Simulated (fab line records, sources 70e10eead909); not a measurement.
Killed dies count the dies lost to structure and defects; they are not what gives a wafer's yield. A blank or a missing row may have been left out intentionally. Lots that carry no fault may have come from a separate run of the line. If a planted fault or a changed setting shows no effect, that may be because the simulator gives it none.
Which tool did it? ; flow nandHarc ; 7 lots, 19 wafers sampled, at 4 steps of a route of 1159

WHAT THE GAUGES READ, wafer by wafer
NHARC_END_SORT_01.
lot;measured;on;killedAtOther
L421;day 21 12:07;prober-01;1 0 0
L438;day 25 07:02;prober-01;1 0
L439;day 25 07:52;prober-02;1 1 1

EACH LOT AND THE TOOL THAT RAN IT (in order: tool; ch and the chambers of the sampled wafers; start)
lot;NHARC_A_CONTACT_ETCH_89;NHARC_A_CONTACT_ETCH_137;NHARC_A_CONTACT_ALD_18
L419;rieDiel-13 ch 0,1,3, day 17 08:48 or earlier;harCapEtch-03 ch 0,1, day 17 08:48;aldMetal-04 ch 1,2,3, day 17 10:37
L421;rieDiel-05 ch 0,3, day 17 16:50 or earlier;harCapEtch-03 ch 0,1, day 17 16:50;aldMetal-04 ch 1,2, day 17 18:39
L423;rieDiel-05 ch 1,3, day 19 02:29 or earlier;harCapEtch-02 ch 1, day 19 02:29;aldMetal-01 ch 0,1,3, day 19 04:28
L425;rieDiel-13 ch 1,3, day 19 15:19 or earlier;harCapEtch-01 ch 0,1, day 19 15:19;aldMetal-04 ch 0,1, day 19 17:04
L433;rieDiel-05 ch 1,2, day 21 20:45 or earlier;harCapEtch-01 ch 0,1, day 21 20:45;aldMetal-02 ch 0,1, day 21 22:37
L438;rieDiel-05 ch 0,2, day 22 13:31 or earlier;harCapEtch-03 ch 0,1, day 22 13:31;aldMetal-02 ch 0,3, day 22 15:29
L439;rieDiel-13 ch 0,1,3, day 22 17:25 or earlier;harCapEtch-01 ch 0,1, day 22 17:25;aldMetal-01 ch 1,2, day 22 19:17
- NHARC_A_CONTACT_ETCH_89: etches the open film in N2/H2, target depth 260 nm, time 475.3 s.
- NHARC_A_CONTACT_ETCH_137: etches the open film in C4F8/O2/Ar, time 132 s, target depth 1287 nm.
- NHARC_A_CONTACT_ALD_18: deposits TiN, target thk 3 nm, pulse time 1 s, ald cycles 150.

THE ANSWER, worked out from the rows above alone
Rule: the usual values come from the lots themselves. The widest of any qualifying gaps counts: lots, ordered by their means at a reading, are off when they make up no more than a third of the lots, leave a main group of 4 or more, and stand apart from it by 3 or more times the standard deviation of that group's means. A main group is skipped when, at the precision printed for the reading in the tables above, its means are all equal. A lot without any number at a reading at which 4 lots or more have one is off too. Any other lot the step has rows for is counted as sound.
Across all readings shown, no lot is off: no conclusion can be drawn from this.

WHAT HAD BEEN PUT IN BY THE SIMULATOR
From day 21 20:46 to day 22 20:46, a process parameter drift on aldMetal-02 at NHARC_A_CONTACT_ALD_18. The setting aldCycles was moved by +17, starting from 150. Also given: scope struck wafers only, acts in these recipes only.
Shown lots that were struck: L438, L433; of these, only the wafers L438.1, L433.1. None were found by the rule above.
